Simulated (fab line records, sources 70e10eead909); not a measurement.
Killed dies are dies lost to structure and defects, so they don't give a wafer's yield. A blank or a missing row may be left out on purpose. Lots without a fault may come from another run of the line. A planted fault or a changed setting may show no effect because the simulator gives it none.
fab line records | flow nand_harc
record lots=7 wafers=21 last_day=30
route steps=1302 shown A_CHANNEL_HOLE_D2@581
lots that met no fault: from a run of the same line without faults
start_h: hours from the record's first day to the start of the lot's first wafer shown | wait_h: hours since the lot's step before | " the same as in the row above | L1.1+2: a row that stands for several wafers | - no value, or no start given | * or withheld: withheld | < > ~ a bound
route shown NAME@n: a module of which the file shows steps, and the number in the route of the first | usual: mean/standard deviation of fault-free wafers | same: alike in all rows | chamber/n: place in a boat | sites: the reading at each site | _std_site: their standard deviation | _edge_site: outer sites' mean less inner sites' | radius_mm: how far each site lies from the wafer's centre | mask NAME#n: copy n | behind: the tool/chamber that last shaped the wafer | hold: why the lot was held/for how many hours/how that ended | device: the transistor (n, p or np) that didn't switch | end of line: the same wafers' tests at the end of the route | a step without rows: its recipe alone | killed: dies lost to structure and defects at the first sort, not the wafer's yield | map: a wafer's dies, x killed, . not, _ none there
set.NAME: the setting as run; set.NAME@STEP: as run at that earlier step | model.NAME: the simulator's own value behind a step, which no gauge read
lots at some steps of the route; a table a step, a row a wafer
services: from which hour (start_h, from the record's first day; less than 0 if before it) a tool's chamber was out of use, for how many hours, and why
## steps
# step NHARC_A_CHANNEL_HOLE_D2_DEVELOP_09
# recipe develop_time_s=35 dev_temp_c=23
# step NHARC_A_CHANNEL_HOLE_D2_CD_MEAS_10
# recipe target_cd_nm=100 landing_energy_ev=500
# usual cd_nm=100.0/0.63
# columns lot.wafer tool chamber start_h wait_h cd_nm
L929.2 cd_sem-03 0 295.74 - 100.2
L929.3 " 0 " " 100.3
L929.5 " 0 " " 99.6
L936.1 cd_sem-02 0 366.41 - 99.1
L936.5 " 0 " " 99.6
L936.6 " 0 " " 98.6
L937.1 cd_sem-02 0 381.19 - 101.1
L937.2 " 0 " " 100.0
L937.4 " 0 " " 100.6
L938.3 cd_sem-01 0 383.48 - 100.0
L938.5 " 0 " " 100.4
L938.6 " 0 " " 100.2
L940.4 cd_sem-02 0 397.24 - 100.8
L940.5 " 0 " " 99.7
L940.6 " 0 " " 100.0
L944.1 cd_sem-01 0 436.78 - 100.3
L944.5 " 0 " " 100.5
L944.6 " 0 " " 100.8
L942.3 cd_sem-01 0 448.28 - 100.3
L942.4 " 0 " " 100.1
L942.5 " 0 " " 100.8
# step NHARC_A_CHANNEL_HOLE_D2_OVL_MEAS_11
# usual overlay_x_nm=-0.1/0.61 overlay_y_nm=-0.1/0.85
# columns lot.wafer tool chamber start_h wait_h overlay_x_nm overlay_y_nm
L929.2 overlay-01 - 295.82 - -0.6 0.5
L929.3 " - " " -1.1 0.7
L929.5 " - " " -0.8 0.2
L936.1 overlay-02 - 366.50 - -0.7 1.0
L936.5 " - " " -0.8 0.7
L936.6 " - " " -0.9 0.4
L937.1 overlay-01 - 381.28 - -1.0 0.5
L937.2 " - " " -0.6 0.5
L937.4 " - " " -0.8 0.7
L938.3 overlay-01 - 383.56 - 0.0 0.2
L938.5 " - " " -0.5 0.6
L938.6 " - " " -0.1 -0.5
L940.4 overlay-02 - 397.32 - 0.0 -2.2
L940.5 " - " " 0.4 -2.3
L940.6 " - " " 0.4 -2.1
L944.1 overlay-01 - 436.86 - -1.3 0.4
L944.5 " - " " -1.2 0.3
L944.6 " - " " -0.9 -0.2
L942.3 overlay-02 - 448.36 - -0.9 1.4
L942.4 " - " " -0.1 1.5
L942.5 " - " " -0.2 1.8
# step NHARC_A_CHANNEL_HOLE_D2_INSPECT_12
# usual raw_defect_count=26/22
# columns lot.wafer tool chamber start_h wait_h raw_defect_count
L929.2 defect_inspect-01 - 295.86 0.0 59
L929.3 " - " " 54
L929.5 " - " " 63
L936.1 defect_inspect-02 - 366.54 0.0 49
L936.5 " - " " 53
L936.6 " - " " 59
L937.1 defect_inspect-02 - 381.32 0.0 50
L937.2 " - " " 49
L937.4 " - " " 48
L938.3 defect_inspect-02 - 383.60 0.0 13
L938.5 " - " " 8
L938.6 " - " " 3
L940.4 defect_inspect-02 - 397.36 0.0 71
L940.5 " - " " 63
L940.6 " - " " 50
L944.1 defect_inspect-01 - 436.90 0.0 64
L944.5 " - " " 54
L944.6 " - " " 61
L942.3 defect_inspect-01 - 448.40 0.0 56
L942.4 " - " " 48
L942.5 " - " " 52
# step NHARC_A_CHANNEL_HOLE_D2_DESCUM_15
# recipe time_s=3 o2_flow_sccm=200 ar_flow_sccm=0 bias_power_w=0 chemistry=O2
# step NHARC_A_CHANNEL_HOLE_D2_ETCH_38
# recipe target_depth_a=390 over_etch_frac=0.3 time_s=65 ion_energy_ev=80 cf4_flow_sccm=150 ar_flow_sccm=0 rf_w=300 bias_w=100 chemistry=CF4
# step NHARC_A_CHANNEL_HOLE_D2_ETCH_39
# recipe target_depth_a=2600 over_etch_frac=0.3 time_s=325 ion_energy_ev=200 n2_flow_sccm=150 h2_flow_sccm=150 ar_flow_sccm=0 rf_w=400 bias_w=150 chemistry=N2/H2
# step NHARC_A_CHANNEL_HOLE_D2_ETCH_34
# recipe target_depth_a=1540 time_s=77 cf4_flow_sccm=100 chf3_flow_sccm=30 ar_flow_sccm=0 rf_w=500 bias_w=200 chemistry=CF4/CHF3
# step NHARC_A_CHANNEL_HOLE_D2_ETCH_16
# recipe target_depth_a=31000 over_etch_frac=0.3 time_s=806 ion_energy_ev=150 o2_flow_sccm=400 cos_flow_sccm=20 ar_flow_sccm=0 rf_w=500 bias_w=300 chemistry=O2/COS
# step NHARC_A_CHANNEL_HOLE_D2_CD_MEAS_18
# usual cd_nm=99/3.5
# columns lot.wafer tool chamber start_h wait_h cd_nm
L929.2 cd_sem-01 - 297.03 - 98
L929.3 " - " " 97
L929.5 " - " " 99
L936.1 cd_sem-03 - 367.71 - 100
L936.5 " - " " 99
L936.6 " - " " 97
L937.1 cd_sem-02 - 382.50 - 102
L937.2 " - " " 97
L937.4 " - " " 96
L938.3 cd_sem-02 - 384.77 - 94
L938.5 " - " " 99
L938.6 " - " " 97
L940.4 cd_sem-01 - 398.54 - 98
L940.5 " - " " 96
L940.6 " - " " 100
L944.1 cd_sem-01 - 438.22 - 95
L944.5 " - " " 102
L944.6 " - " " 105
L942.3 cd_sem-03 - 449.58 - 99
L942.4 " - " " 98
L942.5 " - " " 101
# step NHARC_A_CHANNEL_HOLE_D2_ETCH_19
# recipe bias_v=1200 source_w=2500 pressure_mtorr=15 time_s=34.5 ar_flow_sccm=375 c4f8_flow_sccm=28.8 o2_flow_sccm=96.2 temp_c=-20 target_depth_a=* chemistry=C4F8/O2/Ar
# usual bias_v=1201/12 c4f8_flow_sccm=28.78/0.078 drypump_motor_current_A=5.76/0.22 showerhead_plenum_p_Torr=3.71/0.19 throttle_valve_pct=37.038/0.0083
# same time_s=34.5
# columns lot.wafer tool chamber start_h wait_h bias_v c4f8_flow_sccm drypump_motor_current_A rf_hours_counter_h showerhead_plenum_p_Torr throttle_valve_pct
L929.2 har_etch-01 0 297.12 0.1 1198 28.88 5.61 156 3.74 37.030
L929.3 " 0 " " 1196 28.90 5.61 - 3.74 37.040
L929.5 " 1 " " 1187 28.74 5.73 - 3.59 37.039
L936.1 har_etch-02 1 373.02 5.3 1210 28.77 6.13 381 3.47 37.058
L936.6 " 1 " " 1196 28.80 6.13 - 3.47 37.049
L936.5 " 0 " " 1201 28.74 5.58 - 3.49 37.038
L937.1 har_etch-01 1 382.57 0.1 1221 28.87 5.70 199 3.56 37.035
L937.2 " 0 " " 1183 28.81 5.62 199 3.71 37.063
L937.4 " 0 " " 1197 28.80 5.61 - 3.71 37.048
L938.3 har_etch-01 0 390.59 5.8 1202 28.82 5.61 - 3.71 37.045
L938.5 " 0 " " 1217 28.77 5.62 - 3.71 37.032
L938.6 " 1 " " 1197 28.91 5.71 - 3.56 37.039
L940.4 har_etch-02 0 406.40 7.9 1185 28.78 5.60 - 3.98 37.052
L940.6 " 1 " " 1215 28.77 6.12 - 3.98 37.029
L940.5 " 0 " " 1199 28.81 5.58 - 3.98 37.027
L944.1 har_etch-01 1 438.29 0.1 1217 28.93 5.70 240 3.54 37.049
L944.6 " 1 " " 1210 28.92 5.70 - 3.54 37.048
L944.5 " 0 " " 1191 28.73 5.62 - 3.69 37.023
L942.3 har_etch-01 0 449.68 0.1 1203 28.73 5.62 - 3.69 37.041
L942.4 " 1 " " 1227 28.76 5.72 - 3.54 37.039
L942.5 " 0 " " 1190 28.75 5.62 - 3.69 37.035
# step NHARC_A_CHANNEL_HOLE_D2_ETCH_20
# recipe bias_v=3000 source_w=withheld pressure_mtorr=20 time_s=361.9 ar_flow_sccm=375 c4f8_flow_sccm=89.3 o2_flow_sccm=35.7 temp_c=-20 target_depth_a=16000 chemistry=C4F8/O2/Ar
# usual c4f8_flow_sccm=89.27/0.28 chamber_pressure_mTorr=19.998/0.018 drypump_motor_current_A=5.76/0.22 showerhead_plenum_p_Torr=3.67/0.18 throttle_valve_pct=32.156/0.0094
# same time_s=361.9
# columns lot.wafer tool chamber start_h wait_h c4f8_flow_sccm chamber_pressure_mTorr drypump_motor_current_A rf_hours_counter_h showerhead_plenum_p_Torr throttle_valve_pct
L929.2 har_etch-01 0 297.27 0.1 89.46 19.993 5.60 157 3.69 32.152
L929.3 " 0 " " 89.08 19.968 5.62 - 3.69 32.165
L929.5 " 1 " " 89.41 20.013 5.70 - 3.55 32.155
L936.1 har_etch-02 1 373.13 0.1 89.01 19.988 6.14 382 3.43 32.161
L936.6 " 1 " " 89.15 20.014 6.15 - 3.43 32.153
L936.5 " 0 " " 89.35 20.016 5.56 - 3.45 32.154
L937.1 har_etch-01 1 382.68 0.1 89.09 19.973 5.70 199 3.53 32.160
L937.2 " 0 " " 89.13 20.000 5.62 199 3.67 32.152
L937.4 " 0 " " 89.22 20.012 5.63 - 3.67 32.158
L938.3 har_etch-01 0 390.77 0.2 88.99 19.988 5.62 - 3.67 32.132
L938.5 " 0 " " 89.27 19.977 5.62 - 3.67 32.154
L938.6 " 1 " " 89.42 20.025 5.71 - 3.52 32.150
L940.4 har_etch-02 0 406.61 0.2 89.47 20.010 5.58 - 3.93 32.151
L940.6 " 1 " " 89.13 19.999 6.09 - 3.93 32.168
L940.5 " 0 " " 89.25 19.991 5.58 - 3.93 32.152
L944.1 har_etch-01 1 438.40 0.1 89.24 19.974 5.71 240 3.50 32.159
L944.6 " 1 " " 89.08 19.982 5.70 - 3.50 32.168
L944.5 " 0 " " 88.84 19.999 5.62 - 3.65 32.182
L942.3 har_etch-01 0 449.86 0.2 89.23 20.027 5.63 - 3.65 32.163
L942.4 " 1 " " 88.67 19.972 5.70 - 3.50 32.155
L942.5 " 0 " " 89.56 19.980 5.62 - 3.65 32.146
# step NHARC_A_CHANNEL_HOLE_D2_ETCH_21
# recipe bias_v=3000 source_w=withheld pressure_mtorr=20 time_s=514.3 ar_flow_sccm=375 c4f8_flow_sccm=89.3 o2_flow_sccm=35.7 temp_c=-20 target_depth_a=16000 chemistry=C4F8/O2/Ar
# usual c4f8_flow_sccm=89.25/0.27 chamber_pressure_mTorr=19.998/0.019 drypump_motor_current_A=5.76/0.22 showerhead_plenum_p_Torr=3.67/0.18 throttle_valve_pct=32.155/0.009 time_s=514.3/0
# columns lot.wafer tool chamber start_h wait_h c4f8_flow_sccm chamber_pressure_mTorr drypump_motor_current_A rf_hours_counter_h showerhead_plenum_p_Torr throttle_valve_pct time_s
L929.2 har_etch-01 0 297.60 0.3 89.09 20.026 5.62 157 3.69 32.159 514.3
L929.3 " 0 " " 89.69 19.961 5.63 - 3.69 32.165 514.3
L929.5 " 1 " " 88.92 20.037 5.70 - 3.55 32.166 514.3
L936.1 har_etch-02 1 373.44 0.3 - - - - - - -
L936.6 " 1 " " - - - - - - -
L936.5 " 0 " " - - - - - - -
L937.1 har_etch-01 1 383.00 0.3 - - - - - - -
L937.2 " 0 " " - - - - - - -
L937.4 " 0 " " - - - - - - -
L938.3 har_etch-01 0 391.13 0.3 - - - - - - -
L938.5 " 0 " " - - - - - - -
L938.6 " 1 " " - - - - - - -
L940.4 har_etch-02 0 406.99 0.3 88.85 20.008 5.59 - 3.93 32.146 514.3
L940.6 " 1 " " 89.47 20.017 6.13 - 3.93 32.153 514.3
L940.5 " 0 " " 89.13 20.001 5.59 - 3.93 32.142 514.3
L944.1 har_etch-01 1 438.72 0.3 89.59 19.997 5.71 241 3.50 32.161 514.3
L944.6 " 1 " " 89.39 19.974 5.68 - 3.50 32.151 514.3
L944.5 " 0 " " 89.02 19.994 5.63 - 3.65 32.141 514.3
L942.3 har_etch-01 0 450.22 0.3 89.27 20.008 5.61 - 3.64 32.154 514.3
L942.4 " 1 " " 89.36 19.977 5.71 - 3.50 32.146 514.3
L942.5 " 0 " " 89.12 20.003 5.61 - 3.64 32.152 514.3
# step NHARC_A_CHANNEL_HOLE_D2_ETCH_22
# recipe bias_v=3000 source_w=withheld pressure_mtorr=20 time_s=666.7 ar_flow_sccm=375 c4f8_flow_sccm=89.3 o2_flow_sccm=35.7 temp_c=-20 target_depth_a=16000 chemistry=C4F8/O2/Ar
# usual c4f8_flow_sccm=89.33/0.28 chamber_pressure_mTorr=19.998/0.016 drypump_motor_current_A=5.76/0.22 showerhead_plenum_p_Torr=3.67/0.18 throttle_valve_pct=32.155/0.01
# same time_s=666.7
# columns lot.wafer tool chamber start_h wait_h c4f8_flow_sccm chamber_pressure_mTorr drypump_motor_current_A rf_hours_counter_h showerhead_plenum_p_Torr throttle_valve_pct
L929.2 har_etch-01 0 298.07 0.4 89.24 20.015 5.63 157 3.69 32.149
L929.3 " 0 " " 88.97 20.011 5.63 - 3.69 32.167
L929.5 " 1 " " 89.19 20.009 5.69 - 3.55 32.164
L936.1 har_etch-02 1 373.88 0.4 89.43 19.999 6.15 382 3.43 32.158
L936.6 " 1 " " 89.23 19.996 6.16 - 3.43 32.145
L936.5 " 0 " " 89.49 20.001 5.59 - 3.45 32.149
L937.1 har_etch-01 1 383.44 0.4 89.10 19.983 5.69 200 3.53 32.148
L937.2 " 0 " " 89.33 20.022 5.61 200 3.67 32.159
L937.4 " 0 " " 89.15 20.022 5.63 - 3.67 32.154
L938.3 har_etch-01 0 391.61 0.4 88.99 19.981 5.64 - 3.67 32.168
L938.5 " 0 " " 89.54 19.984 5.61 - 3.67 32.136
L938.6 " 1 " " 89.52 20.012 5.69 - 3.52 32.161
L940.4 har_etch-02 0 407.49 0.4 89.74 19.969 5.58 - 3.93 32.159
L940.6 " 1 " " 89.59 19.983 6.11 - 3.93 32.151
L940.5 " 0 " " 89.12 19.999 5.57 - 3.93 32.163
L944.1 har_etch-01 1 439.15 0.4 89.70 20.029 5.70 241 3.50 32.145
L944.6 " 1 " " 89.48 20.007 5.69 - 3.50 32.158
L944.5 " 0 " " 89.11 20.001 5.62 - 3.65 32.124
L942.3 har_etch-01 0 450.70 0.4 89.40 20.027 5.62 - 3.65 32.158
L942.4 " 1 " " 89.74 19.988 5.69 - 3.50 32.151
L942.5 " 0 " " 89.27 20.003 5.62 - 3.65 32.159
# step NHARC_A_CHANNEL_HOLE_D2_ETCH_23
# recipe bias_v=5000 source_w=withheld pressure_mtorr=20 time_s=819 ar_flow_sccm=375 c4f8_flow_sccm=89.3 o2_flow_sccm=35.7 temp_c=-20 target_depth_a=16000 chemistry=C4F8/O2/Ar
# step NHARC_A_CHANNEL_HOLE_D2_ETCH_24
# recipe bias_v=5000 source_w=withheld pressure_mtorr=20 time_s=906.2 ar_flow_sccm=375 c4f8_flow_sccm=93.8 o2_flow_sccm=31.2 temp_c=-20 target_depth_a=15000 chemistry=C4F8/O2/Ar
# usual c4f8_flow_sccm=93.82/0.28 chamber_pressure_mTorr=20.001/0.019 drypump_motor_current_A=5.76/0.22 showerhead_plenum_p_Torr=3.67/0.18 throttle_valve_pct=32.235/0.0092
# same time_s=906.2
# columns lot.wafer tool chamber start_h wait_h c4f8_flow_sccm chamber_pressure_mTorr drypump_motor_current_A rf_hours_counter_h showerhead_plenum_p_Torr throttle_valve_pct
L929.2 har_etch-01 0 299.36 0.6 93.88 19.974 5.61 159 3.69 32.218
L929.3 " 0 " " 93.71 19.996 5.62 - 3.69 32.213
L929.5 " 1 " " 93.61 20.014 5.72 - 3.54 32.226
L936.1 har_etch-02 1 375.16 0.6 93.23 19.992 6.12 384 3.43 32.253
L936.6 " 1 " " 93.76 19.983 6.12 - 3.43 32.252
L936.5 " 0 " " 93.63 19.955 5.60 - 3.45 32.243
L937.1 har_etch-01 1 384.72 0.6 93.68 19.997 5.71 201 3.52 32.235
L937.2 " 0 " " 94.07 19.990 5.61 201 3.66 32.228
L937.4 " 0 " " 93.85 19.992 5.61 - 3.66 32.252
L938.3 har_etch-01 0 392.93 0.6 93.38 20.005 5.61 - 3.66 32.236
L938.5 " 0 " " 93.46 19.977 5.62 - 3.66 32.239
L938.6 " 1 " " 93.68 19.979 5.68 - 3.52 32.239
L940.4 har_etch-02 0 408.86 0.6 93.71 20.019 5.58 - 3.92 32.230
L940.6 " 1 " " 94.07 20.014 6.09 - 3.92 32.249
L940.5 " 0 " " 93.75 20.007 5.60 - 3.92 32.240
L944.1 har_etch-01 1 440.42 0.6 93.85 20.013 5.72 242 3.50 32.220
L944.6 " 1 " " 93.90 19.975 5.72 - 3.50 32.232
L944.5 " 0 " " 94.08 20.030 5.61 - 3.64 32.232
L942.3 har_etch-01 0 452.04 0.6 93.90 19.986 5.62 - 3.64 32.245
L942.4 " 1 " " 93.90 20.030 5.70 - 3.50 32.243
L942.5 " 0 " " 93.63 19.988 5.62 - 3.64 32.236
# step NHARC_A_CHANNEL_HOLE_D2_ETCH_25
# recipe bias_v=5000 source_w=withheld pressure_mtorr=20 time_s=1040.2 ar_flow_sccm=375 c4f8_flow_sccm=93.8 o2_flow_sccm=31.2 temp_c=-20 target_depth_a=15000 chemistry=C4F8/O2/Ar
# usual c4f8_flow_sccm=93.8/0.32 chamber_pressure_mTorr=19.999/0.019 drypump_motor_current_A=5.76/0.22 showerhead_plenum_p_Torr=3.67/0.18 throttle_valve_pct=32.235/0.0099
# same time_s=1040.2
# columns lot.wafer tool chamber start_h wait_h c4f8_flow_sccm chamber_pressure_mTorr drypump_motor_current_A rf_hours_counter_h showerhead_plenum_p_Torr throttle_valve_pct
L929.2 har_etch-01 0 300.15 0.7 93.7 20.030 5.61 159 3.69 32.239
L929.3 " 0 " " 93.8 19.998 5.62 - 3.69 32.230
L929.5 " 1 " " 94.2 19.982 5.71 - 3.54 32.240
L936.1 har_etch-02 1 375.93 0.6 94.1 19.984 6.13 384 3.43 32.255
L936.6 " 1 " " 94.0 19.999 6.12 - 3.43 32.225
L936.5 " 0 " " 94.5 20.001 5.60 - 3.45 32.242
L937.1 har_etch-01 1 385.49 0.6 94.1 19.992 5.70 202 3.52 32.220
L937.2 " 0 " " 93.6 20.016 5.62 202 3.66 32.248
L937.4 " 0 " " 94.1 20.008 5.63 - 3.66 32.239
L938.3 har_etch-01 0 393.73 0.7 93.5 19.973 5.62 - 3.66 32.240
L938.5 " 0 " " 94.0 19.990 5.60 - 3.66 32.236
L938.6 " 1 " " 93.5 20.039 5.70 - 3.52 32.236
L940.4 har_etch-02 0 409.68 0.7 93.7 19.980 5.58 - 3.92 32.231
L940.6 " 1 " " 93.8 19.997 6.14 - 3.92 32.228
L940.5 " 0 " " 93.4 19.996 5.58 - 3.92 32.246
L944.1 har_etch-01 1 441.17 0.6 94.0 19.997 5.70 243 3.50 32.224
L944.6 " 1 " " 93.8 20.002 5.69 - 3.50 32.231
L944.5 " 0 " " 93.8 20.011 5.61 - 3.64 32.232
L942.3 har_etch-01 0 452.84 0.7 94.2 19.968 5.61 - 3.64 32.222
L942.4 " 1 " " 93.5 20.003 5.71 - 3.50 32.244
L942.5 " 0 " " 94.1 19.984 5.61 - 3.64 32.236
# step NHARC_A_CHANNEL_HOLE_D2_ETCH_26
# recipe bias_v=300 source_w=2000 pressure_mtorr=30 time_s=224.1 ar_flow_sccm=375 c4f8_flow_sccm=11.4 o2_flow_sccm=113.6 temp_c=-20 target_depth_a=3000 chemistry=C4F8/O2/Ar
# step NHARC_A_CHANNEL_HOLE_D2_ETCH_27
# recipe bias_v=400 source_w=2000 pressure_mtorr=25 time_s=90 ar_flow_sccm=375 c4f8_flow_sccm=41.7 o2_flow_sccm=83.3 temp_c=-20 target_depth_a=4000 chemistry=C4F8/O2/Ar
# step NHARC_A_CHANNEL_HOLE_D2_STRIP_41
# recipe n2_flow_sccm=150 h2_flow_sccm=150 ar_flow_sccm=0 bias_w=0 chemistry=N2/H2
# step NHARC_A_CHANNEL_HOLE_D2_STRIP_42
# recipe cf4_flow_sccm=100 chf3_flow_sccm=30 ar_flow_sccm=0 bias_w=0 chemistry=CF4/CHF3
# step NHARC_A_CHANNEL_HOLE_D2_STRIP_43
# recipe o2_flow_sccm=400 cos_flow_sccm=20 ar_flow_sccm=0 bias_w=0 chemistry=O2/COS
# step NHARC_A_CHANNEL_HOLE_D2_ETCH_44
# recipe target_depth_a=1400 overetch_a=140 time_s=77 ion_energy_ev=100 cf4_flow_sccm=80 o2_flow_sccm=20 ar_flow_sccm=0 rf_w=300 bias_w=100 chemistry=CF4/O2
# usual bias_w=100.0/0.31 cf4_flow_sccm=79.97/0.24 drypump_motor_current_A=5.5/0.49 oes_ar_750_au=1.000/0.0047 oes_product_au=1.000/0.011 rf_vpp_V=197.5/1.3 showerhead_plenum_p_Torr=1.32/0.055 throttle_valve_pct=13.397/0.0086
# same time_s=77
# columns lot.wafer tool chamber start_h wait_h bias_w cf4_flow_sccm drypump_motor_current_A oes_ar_750_au oes_product_au rf_hours_counter_h rf_vpp_V showerhead_plenum_p_Torr throttle_valve_pct model.A_CHANNEL_HOLE_D2.cd_nm
L929.2 rie_diel-05 3 301.83 0.1 99.8 79.87 5.3 1.001 0.980 3.2 196.2 1.26 13.392 90.68
L929.3 " 1 " " 100.0 80.23 5.1 1.000 0.999 3.1 198.3 1.39 13.393 89.57
L929.5 " 3 " " 99.9 80.00 5.3 1.001 0.982 - 195.9 1.26 13.398 90.81
L936.1 rie_diel-08 3 377.77 0.1 99.9 79.78 5.7 1.000 1.005 0.0 197.2 1.33 13.401 3.439
L936.5 " 2 " " 100.3 80.41 4.6 1.003 1.009 - 195.9 1.28 13.399 99.2
L936.6 " 3 " " 99.8 79.63 5.7 1.000 0.990 - 198.4 1.33 13.384 2.173
L937.4 rie_diel-04 2 387.31 0.1 100.0 80.18 5.4 1.000 1.008 1.9 197.3 1.31 13.402 96.27
L937.2 " 3 " " 100.2 79.76 5.8 0.995 0.989 1.4 199.4 1.38 13.402 96.71
L937.1 " 0 " " 100.1 79.89 5.1 1.002 1.015 1.4 198.9 1.39 13.407 3.071
L938.3 rie_diel-05 1 395.29 0.1 99.9 80.26 5.1 0.993 1.012 7.3 199.2 1.39 13.396 94.51
L938.6 " 3 " " 99.5 80.02 5.3 1.001 0.980 - 195.3 1.26 13.396 96.53
L938.5 " 0 " " 99.8 79.46 6.3 1.002 1.012 - 198.2 1.36 13.401 98.58
L940.4 rie_diel-04 1 411.06 0.1 100.3 79.83 5.7 1.002 1.001 3.6 197.5 1.38 13.404 91.52
L940.5 " 1 " " 99.9 79.83 5.7 0.998 1.004 - 197.6 1.38 13.389 91.94
L940.6 " 2 " " 100.0 80.05 5.4 1.004 1.011 - 197.3 1.31 13.389 90.03
L944.1 rie_diel-04 2 443.00 0.1 99.6 80.28 5.4 1.006 1.022 5.7 196.6 1.31 13.390 87.94
L944.5 " 2 " " 100.7 80.28 5.5 0.996 1.021 - 197.1 1.31 13.401 89.75
L944.6 " 3 " " 100.2 80.00 5.8 0.999 1.006 - 199.1 1.38 13.393 87.09
L942.3 rie_diel-08 2 454.37 0.0 100.3 79.97 4.6 1.002 1.002 4.0 196.2 1.28 13.389 89.84
L942.4 " 3 " " 100.2 80.35 5.7 0.996 0.997 3.7 196.9 1.33 13.391 92.01
L942.5 " 3 " " 100.1 80.06 5.7 1.001 0.993 - 196.4 1.33 13.388 92.96
# step NHARC_A_CHANNEL_HOLE_D2_STRIP_28
# recipe o2_flow_sccm=500 ar_flow_sccm=0 bias_w=0 chemistry=O2
# step NHARC_A_CHANNEL_HOLE_D2_PRECLEAN_29
# recipe time_s=* temp_c=50 bath_age_min=0 chemistry=SC1
# step NHARC_A_CHANNEL_HOLE_D2_SRD_30
# step NHARC_A_CHANNEL_HOLE_D2_CD_MEAS_31
# usual cd_nm=90.1/1.6
# columns lot.wafer tool chamber start_h wait_h cd_nm
L929.2 cd_sem-03 - 302.63 - 90.4
L929.3 " - " " 90.0
L929.5 " - " " 90.7
L936.1 cd_sem-03 - 378.60 0.1 3.9
L936.5 " - " " -1.1
L936.6 " - " " 2.4
L937.1 cd_sem-03 - 388.14 0.1 3.4
L937.2 " - " " 0.0
L937.4 " - " " 0.7
L938.3 cd_sem-02 - 396.08 - 0.5
L938.5 " - " " -0.1
L938.6 " - " " 1.1
L940.4 cd_sem-03 - 411.87 - 90.4
L940.5 " - " " 92.2
L940.6 " - " " 90.3
L944.1 cd_sem-02 - 443.84 0.1 87.6
L944.5 " - " " 90.2
L944.6 " - " " 86.9
L942.3 cd_sem-02 - 455.18 - 90.2
L942.4 " - " " 91.0
L942.5 " - " " 92.4
# step NHARC_A_CHANNEL_HOLE_D2_XSEM_32
# recipe landing_energy_ev=35000
# usual bot_cd_nm=74.8/1.7 bow_nm=8.63/0.24 tilt_deg=0.07/0.041
# columns lot.wafer tool chamber start_h wait_h bot_cd_nm bow_nm tilt_deg
L929.2 xsem-01 0 302.71 0.1 76.2 8.54 0.08
L929.3 " 0 " " 74.9 8.53 0.08
L929.5 " 0 " " 75.3 8.49 0.08
L936.1 xsem-02 0 378.69 0.1 3.9 0.12 0.05
L936.5 " 0 " " 0.0 0.12 0.05
L936.6 " 0 " " 2.1 0.12 0.05
L937.1 xsem-01 0 388.23 0.1 3.5 0.25 0.08
L937.2 " 0 " " 0.7 0.25 0.08
L937.4 " 0 " " 1.2 0.25 0.08
L938.3 xsem-02 0 396.17 0.1 0.9 0.76 0.05
L938.5 " 0 " " 0.5 0.76 0.05
L938.6 " 0 " " 1.6 0.76 0.05
L940.4 xsem-01 0 411.96 0.1 75.5 8.95 0.06
L940.5 " 0 " " 77.0 9.04 0.06
L940.6 " 0 " " 74.4 8.98 0.06
L944.1 xsem-02 0 443.93 0.1 72.3 8.48 0.17
L944.5 " 0 " " 74.4 8.43 0.17
L944.6 " 0 " " 71.5 8.45 0.17
L942.3 xsem-02 0 455.27 0.1 73.9 8.79 0.11
L942.4 " 0 " " 75.5 8.80 0.11
L942.5 " 0 " " 75.9 8.69 0.11
# step NHARC_A_CHANNEL_HOLE_D2_INSPECT_40
# usual raw_defect_count=278/75
# columns lot.wafer tool chamber start_h wait_h raw_defect_count
L929.2 defect_inspect-01 - 302.81 - 227
L929.3 " - " " 302
L929.5 " - " " 355
L936.1 defect_inspect-02 - 378.79 - 332
L936.5 " - " " 254
L936.6 " - " " 326
L937.1 defect_inspect-01 - 388.33 - 321
L937.2 " - " " 263
L937.4 " - " " 293
L938.3 defect_inspect-02 - 396.26 - 171
L938.5 " - " " 227
L938.6 " - " " 243
L940.4 defect_inspect-02 - 412.04 - 214
L940.5 " - " " 208
L940.6 " - " " 191
L944.1 defect_inspect-01 - 444.03 - 232
L944.5 " - " " 460
L944.6 " - " " 297
L942.3 defect_inspect-01 - 455.36 - 316
L942.4 " - " " 268
L942.5 " - " " 205
## services
# columns tool chamber start_h hours kind
rie_diel-04 0 284.90 - clean
rie_diel-04 1 284.90 - clean
rie_diel-04 2 284.90 - clean
rie_diel-04 3 284.90 - clean
rie_diel-04 0 309.40 - clean
rie_diel-04 1 309.40 - clean
rie_diel-04 0 336.39 14.7 repair
rie_diel-04 - 354.90 9.0 pm
rie_diel-08 - 367.80 9.0 pm
xsem-01 - 374.00 14.0 pm
har_etch-02 - 377.20 17.0 pm
har_etch-02 0 377.20 17.0 vent_cycle
har_etch-02 1 377.20 17.0 vent_cycle
rie_diel-04 3 379.59 5.4 repair
rie_diel-05 0 390.08 1.4 repair
har_etch-02 0 394.20 - clean
har_etch-02 0 394.20 - consumable_replace:focus_ring
har_etch-02 0 394.20 - consumable_replace:showerhead
har_etch-02 1 394.20 - clean
har_etch-02 1 394.20 - consumable_replace:showerhead
rie_diel-05 - 406.60 9.0 pm
rie_diel-08 1 417.09 4.9 repair
rie_diel-08 3 444.92 5.5 repair
rie_diel-05 1 452.72 7.0 repair
## key
first_sign step=NHARC_A_CHANNEL_HOLE_D2_ETCH_21 reading=tool_record direction=missing
effect step=NHARC_A_CHANNEL_HOLE_D2_CD_MEAS_31 reading=cd_nm direction=down sigmas=55 usual=90.1 struck=1.2
effect step=NHARC_A_CHANNEL_HOLE_D2_XSEM_32 reading=bot_cd_nm direction=down sigmas=43 usual=74.8 struck=1.6
model_effect step=NHARC_A_CHANNEL_HOLE_D2_ETCH_44 value=A_CHANNEL_HOLE_D2.cd_nm without=90.63 struck=65.61
met_at NHARC_A_CHANNEL_HOLE_D2_ETCH_21
struck_wafers L936.1,L936.5,L936.6,L937.1,L937.2,L937.4,L938.3,L938.5,L938.6
later_rows_left_out L936.1,L936.5,L936.6,L937.1,L937.2,L937.4,L938.3,L938.5,L938.6
sort_left_out L936.1,L936.5,L936.6,L937.1,L937.2,L937.4,L938.3,L938.5,L938.6
tester_left_out L936,L937,L938
onset_between 297.60 373.44
fault kind=skipped_step_whole tool=har_etch-01,har_etch-02 chamber=- onset_h=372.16 steps=NHARC_A_CHANNEL_HOLE_D2_ETCH_21 scope=struck_lots_only
# tester_left_out: of these lots the tester's yield and bins aren't shown, on N5 and GAA mostly nor the transistor test; their killed dies are dies lost to structure and defects alone, not to doping, threshold or leakage, so they don't give the yield
# sort_left_out: the simulated sort isn't trusted on such a fault, so these wafers' sort isn't shown, and their yield isn't known
# later_rows_left_out: the simulator's readings of these wafers behind a module that went badly wrong aren't trusted and aren't shown, but for the sort
